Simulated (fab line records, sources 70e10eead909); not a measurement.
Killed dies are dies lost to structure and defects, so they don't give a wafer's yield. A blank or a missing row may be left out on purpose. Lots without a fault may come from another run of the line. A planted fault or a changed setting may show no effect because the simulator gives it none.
fab line records | flow nand_harc
record lots=12 wafers=36 last_day=25
route steps=1159 shown A_WL_FILL@815 A_CONTACT@840 END@1159
lots that met no fault: from a run of the same line without faults
start_h: hours from the record's first day to the start of the lot's first wafer shown | wait_h: hours since the lot's step before | " the same as in the row above | L1.1+2: a row that stands for several wafers | - no value, or no start given | * or withheld: withheld | < > ~ a bound
route shown NAME@n: a module of which the file shows steps, and the number in the route of the first | usual: mean/standard deviation of fault-free wafers | same: alike in all rows | chamber/n: place in a boat | sites: the reading at each site | _std_site: their standard deviation | _edge_site: outer sites' mean less inner sites' | radius_mm: how far each site lies from the wafer's centre | mask NAME#n: copy n | behind: the tool/chamber that last shaped the wafer | hold: why the lot was held/for how many hours/how that ended | device: the transistor (n, p or np) that didn't switch | end of line: the same wafers' tests at the end of the route | a step without rows: its recipe alone | killed: dies lost to structure and defects at the first sort, not the wafer's yield | map: a wafer's dies, x killed, . not, _ none there
set.NAME: the setting as run; set.NAME@STEP: as run at that earlier step | model.NAME: the simulator's own value behind a step, which no gauge read
steps of the route over a sample of lots; a table a step, a row a wafer
services: from which hour (start_h, from the record's first day; less than 0 if before it) a tool's chamber was out of use, for how many hours, and why
## steps
# step NHARC_A_WL_FILL_ETCHBACK_05
# recipe target_depth_a=220 time_s=60 temp_c=40 chemistry=Cl2/BCl3
# usual chamber_pressure_mTorr=9.999/0.0099 drypump_motor_current_A=5.8/0.4 oes_product_au=1.009/0.011 temp_c=40.00/0.11
# columns lot.wafer tool chamber start_h wait_h chamber_pressure_mTorr drypump_motor_current_A oes_product_au rf_hours_counter_h temp_c
L389.2 rie_metal-01 0 353.42 0.2 9.995 5.8 1.014 0.2 40.02
L389.5 " 0 " " 9.996 5.8 1.007 - 39.97
L389.6 " 1 " " 9.999 5.9 1.025 - 39.95
L391.1 rie_metal-03 0 356.26 0.2 10.004 6.2 1.015 1.5 39.90
L391.6 " 1 " " 9.997 4.9 0.996 - 40.03
L391.5 " 0 " " 10.008 6.2 1.015 - 39.93
L390.2 rie_metal-01 0 359.09 0.2 9.990 5.8 1.015 0.7 40.08
L390.1 " 1 " " 10.002 5.9 1.022 0.7 39.90
L390.5 " 0 " " 10.004 5.8 1.018 - 39.99
L388.1 rie_metal-03 1 361.58 0.2 9.990 4.9 0.998 2.0 39.80
L388.4 " 1 " " 10.003 4.9 0.999 - 39.97
L388.3 " 0 " " 10.004 6.2 1.003 - 39.89
L392.1 rie_metal-03 0 364.39 0.2 9.996 6.2 1.003 2.2 39.92
L392.4 " 1 " " 9.977 4.9 0.994 - 39.94
L392.5 " 1 " " 10.024 5.0 0.999 - 39.95
L393.1 rie_metal-02 1 367.95 0.2 10.000 5.7 1.006 4.0 40.02
L393.3 " 0 " " 9.997 6.1 0.987 - 40.08
L393.5 " 0 " " 9.996 6.1 0.994 - 40.07
L397.1 rie_metal-03 1 399.97 0.2 9.994 5.0 0.997 3.1 40.02
L397.4 " 0 " " 9.990 6.2 1.017 - 40.10
L397.5 " 0 " " 10.006 6.2 1.019 - 39.80
L396.2 rie_metal-02 1 404.33 0.2 9.998 5.7 1.000 0.4 40.01
L396.6 " 1 " " 10.015 5.7 0.994 - 40.04
L396.5 " 0 " " 10.011 6.1 1.001 - 40.05
L398.1 rie_metal-01 0 407.40 0.2 9.992 5.8 1.023 2.0 39.80
L398.3 " 0 " " 9.998 5.8 1.017 - 39.98
L398.6 " 1 " " 10.008 5.9 1.028 - 40.05
L404.1 rie_metal-02 0 440.18 0.2 9.996 6.1 1.000 1.2 40.05
L404.3 " 1 " " 10.010 5.7 1.002 - 40.28
L404.6 " 1 " " 9.988 5.7 1.010 - 40.13
L403.1 rie_metal-03 1 440.24 0.2 9.984 5.0 0.997 4.0 40.09
L403.4 " 0 " " 10.004 6.2 1.006 - 39.82
L403.6 " 1 " " 9.992 5.0 1.001 - 39.94
L411.2 rie_metal-01 1 482.32 0.2 9.991 5.9 1.029 4.2 39.85
L411.6 " 0 " " 9.990 5.8 1.010 - 39.99
L411.5 " 1 " " 10.009 5.8 1.018 - 40.10
# step NHARC_A_WL_FILL_CVD_23
# recipe target_thk_a=400 temp_c=620 pressure_mtorr=200 time_s=800 material=poly-Si
# usual run_length_s=801.61/0.22 zone_power_lower_pct=8.5/1.2
# columns lot.wafer tool chamber start_h wait_h run_length_s zone_power_lower_pct
L389.2 lpcvd_poly-02 0 366.31 2.4 801.14 9.7
L389.5 " 0 " " 801.14 9.7
L389.6 " 0 " " 801.14 9.9
L391.1 lpcvd_poly-02 0 366.31 2.4 801.61 10.1
L391.5 " 0 " " 801.61 9.8
L391.6 " 0 " " 801.61 9.8
L390.1 lpcvd_poly-03 0 370.46 2.2 801.98 10.2
L390.2 " 0 " " 801.98 10.0
L390.5 " 0 " " 801.98 10.1
L388.1 lpcvd_poly-04 0 374.86 2.6 801.40 7.5
L388.3 " 0 " " 801.40 7.7
L388.4 " 0 " " 801.40 7.7
L392.1 lpcvd_poly-03 0 378.19 2.2 801.84 10.1
L392.4 " 0 " " 801.84 10.0
L392.5 " 0 " " 801.84 10.2
L393.1 lpcvd_poly-04 0 383.84 2.6 801.88 7.6
L393.3 " 0 " " 801.88 7.6
L393.5 " 0 " " 801.88 7.5
L396.2 lpcvd_poly-04 0 414.79 2.6 1048.1 7.6
L396.5 " 0 " " 1048.1 7.7
L396.6 " 0 " " 1048.1 7.6
L397.1 lpcvd_poly-04 0 414.79 2.6 1048.0 7.7
L397.4 " 0 " " 1048.0 7.7
L397.5 " 0 " " 1048.0 7.6
L398.1 lpcvd_poly-04 0 422.12 2.6 1048.2 7.5
L398.3 " 0 " " 1048.2 7.6
L398.6 " 0 " " 1048.2 7.5
L403.1 lpcvd_poly-03 0 452.92 2.0 801.36 10.1
L403.4 " 0 " " 801.36 10.0
L403.6 " 0 " " 801.36 10.0
L404.1 lpcvd_poly-03 0 452.92 2.3 801.44 10.4
L404.3 " 0 " " 801.44 10.3
L404.6 " 0 " " 801.44 10.2
L411.2 lpcvd_poly-04 0 497.07 2.3 801.54 7.6
L411.5 " 0 " " 801.54 7.5
L411.6 " 0 " " 801.54 7.5
# step NHARC_A_WL_FILL_INSPECT_15
# usual raw_defect_count=376/120
# columns lot.wafer tool chamber start_h wait_h raw_defect_count
L389.2 defect_inspect-02 - 374.90 0.0 309
L389.5 " - " " 236
L389.6 " - " " 310
L391.1 defect_inspect-01 - 375.07 0.0 573
L391.5 " - " " 316
L391.6 " - " " 322
L390.1 defect_inspect-02 - 379.77 0.0 198
L390.2 " - " " 198
L390.5 " - " " 276
L388.1 defect_inspect-01 - 384.62 0.0 279
L388.3 " - " " 466
L388.4 " - " " 521
L392.1 defect_inspect-01 - 386.73 0.0 432
L392.4 " - " " 606
L392.5 " - " " 344
L393.1 defect_inspect-02 - 392.82 0.0 593
L393.3 " - " " 415
L393.5 " - " " 376
L397.1 defect_inspect-02 - 423.30 0.0 364
L397.4 " - " " 362
L397.5 " - " " 428
L396.2 defect_inspect-01 - 423.39 0.0 453
L396.5 " - " " 504
L396.6 " - " " 355
L398.1 defect_inspect-01 - 432.03 0.1 724
L398.3 " - " " 339
L398.6 " - " " 469
L403.1 defect_inspect-02 - 461.54 0.0 291
L403.4 " - " " 513
L403.6 " - " " 447
L404.1 defect_inspect-02 - 462.19 0.0 229
L404.3 " - " " 308
L404.6 " - " " 217
L411.2 defect_inspect-01 - 505.91 0.0 385
L411.5 " - " " 368
L411.6 " - " " 356
# step NHARC_A_CONTACT_DEP_24
# recipe target_thk_a=5000 temp_c=400 pressure_torr=6.5 rf_w=900 teos_flow_sccm=161.4 flow_sccm=2650 target_thk_nm=500 gas=O2 material=SiO2
# usual heater_power_w=563/83 throttle_valve_pct=15.8/0.45
# columns lot.wafer tool chamber start_h wait_h heater_power_w throttle_valve_pct
L389.2 pecvd-01 1 375.03 0.1 572 16.2
L389.5 " 0 " " 634 16.0
L389.6 " 1 " " 613 16.7
L391.1 pecvd-03 0 375.31 0.2 573 15.6
L391.6 " 2 " " 504 15.7
L391.5 " 0 " " 474 15.6
L390.2 pecvd-03 0 379.84 0.1 592 15.7
L390.1 " 1 " " 536 16.1
L390.5 " 1 " " 395 16.1
L388.3 pecvd-03 1 384.97 0.3 415 16.2
L388.1 " 2 " " 584 16.0
L388.4 " 2 " " 605 15.7
L392.1 pecvd-03 0 386.92 0.2 583 15.8
L392.5 " 1 " " 514 16.1
L392.4 " 0 " " 585 15.4
L393.1 pecvd-04 2 392.89 0.1 684 15.0
L393.3 " 1 " " 596 16.4
L393.5 " 0 " " 479 15.4
L397.1 pecvd-03 0 423.49 0.2 547 16.0
L397.5 " 2 " " 522 15.8
L397.4 " 0 " " 567 15.7
L396.2 pecvd-04 1 423.58 0.2 584 16.4
L396.6 " 2 " " 731 15.4
L396.5 " 1 " " 598 16.6
L398.1 pecvd-04 0 432.10 0.1 484 15.5
L398.3 " 2 " " 685 15.1
L398.6 " 0 " " 500 15.2
L403.1 pecvd-01 0 461.67 0.1 661 15.5
L403.6 " 0 " " 676 15.8
L403.4 " 1 " " 644 16.6
L404.3 pecvd-03 0 462.25 0.1 540 15.8
L404.1 " 2 " " 586 16.1
L404.6 " 2 " " 458 16.1
L411.2 pecvd-03 1 506.04 0.1 487 15.8
L411.6 " 1 " " 520 16.0
L411.5 " 2 " " 454 15.8
# step NHARC_END_SORT_01
# recipe temp_c=25
# usual killed_at_array=29/11 killed_at_other=0.5/0.8 killed_at_periphery=3.5/2.8 killed_dies=33/12 killed_open=3.1/1.8 killed_short=1.8/1.4
# same gross_dies=677
# columns lot.wafer tool chamber start_h wait_h killed_at_array killed_at_other killed_at_periphery killed_dies killed_open killed_short
L404.1 prober-02 0 542.63 2.5 33 0 6 39 10 3
L404.3 prober-02 0 544.23 3.1 33 0 3 36 1 2
L404.6 prober-02 0 546.62 4.0 35 1 4 40 6 3
# killed by level:class
L404.1 A_CHANNEL_HOLE_D1:chamber_film_flake=16 A_STAIRCASE:chamber_film_flake=4 A_WL_FILL:geometric_particle:short=3 A_M0:geometric_particle:open=3 P_GATE:geometric_particle:open=1 P_CONTACT:geometric_particle:open=1 P_M0:geometric_particle:open=1 P_M1:geometric_particle:open=1
L404.3 A_CHANNEL_HOLE_D1:chamber_film_flake=23 A_CONTACT:chamber_film_flake=4 P_M0:chamber_film_flake=2 A_CHANNEL_FILL_D1:chamber_film_flake=2 A_STAIRCASE:chamber_film_flake=2 P_CONTACT:geometric_particle:open=1 A_SOURCE_PLATE:geometric_particle:short=1 A_BONDPAD:geometric_particle:short=1
L404.6 A_CHANNEL_HOLE_D1:chamber_film_flake=18 A_STAIRCASE:chamber_film_flake=5 A_CONTACT:chamber_film_flake=3 A_ONON_D1:geometric_particle:open=2 P_M0:chamber_film_flake=2 P_GATE:geometric_particle:open=1 A_CHANNEL_FILL_D1:geometric_particle:short=1 A_CHANNEL_FILL_D1:geometric_particle:open=1
## services
# columns tool chamber start_h hours kind
rie_metal-01 - 332.00 9.0 pm
rie_metal-02 - 334.66 0.3 repair
pecvd-03 1 366.30 12.8 repair
rie_metal-01 - 369.66 0.3 repair
pecvd-04 - 376.36 13.0 pm
pecvd-01 2 381.36 6.8 repair
rie_metal-02 0 387.26 8.7 repair
rie_metal-02 - 388.10 9.0 pm
pecvd-01 - 418.33 13.0 pm
pecvd-04 1 432.72 5.4 repair
pecvd-03 1 436.33 12.3 repair
rie_metal-03 - 453.00 9.0 pm
rie_metal-03 0 453.00 9.0 vent_cycle
rie_metal-03 1 453.00 9.0 vent_cycle
pecvd-01 2 466.83 5.4 repair
rie_metal-03 1 470.25 6.7 repair
pecvd-03 - 473.23 13.0 pm
pecvd-03 0 473.23 13.0 vent_cycle
pecvd-03 1 473.23 13.0 vent_cycle
pecvd-03 2 473.23 13.0 vent_cycle
pecvd-03 0 486.23 - clean
pecvd-03 1 486.23 - clean
pecvd-03 2 486.23 - clean
lpcvd_poly-02 - 496.79 26.0 pm
## key
first_sign step=NHARC_A_WL_FILL_CVD_23 reading=run_length_s direction=up sigmas=99+ usual=* struck=*
effect none on later readings
met_at NHARC_A_WL_FILL_CVD_23
struck_lots L396,L397,L398
tester_left_out L396,L397,L398
not_acting_at NHARC_A_WL_FILL_ETCHBACK_05,NHARC_A_WL_FILL_INSPECT_15,NHARC_A_CONTACT_DEP_24
onset_between 383.84 414.79
fault kind=process_parameter_drift tool=lpcvd_poly-04 chamber=- onset_h=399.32 steps=NHARC_A_WL_FILL_CVD_23 channel=time_s offset=* shape=step end_h=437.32 acts_in=* stated=*
# tester_left_out: of these lots the tester's yield and bins aren't shown, on N5 and GAA mostly nor the transistor test; their killed dies are dies lost to structure and defects alone, not to doping, threshold or leakage, so they don't give the yield
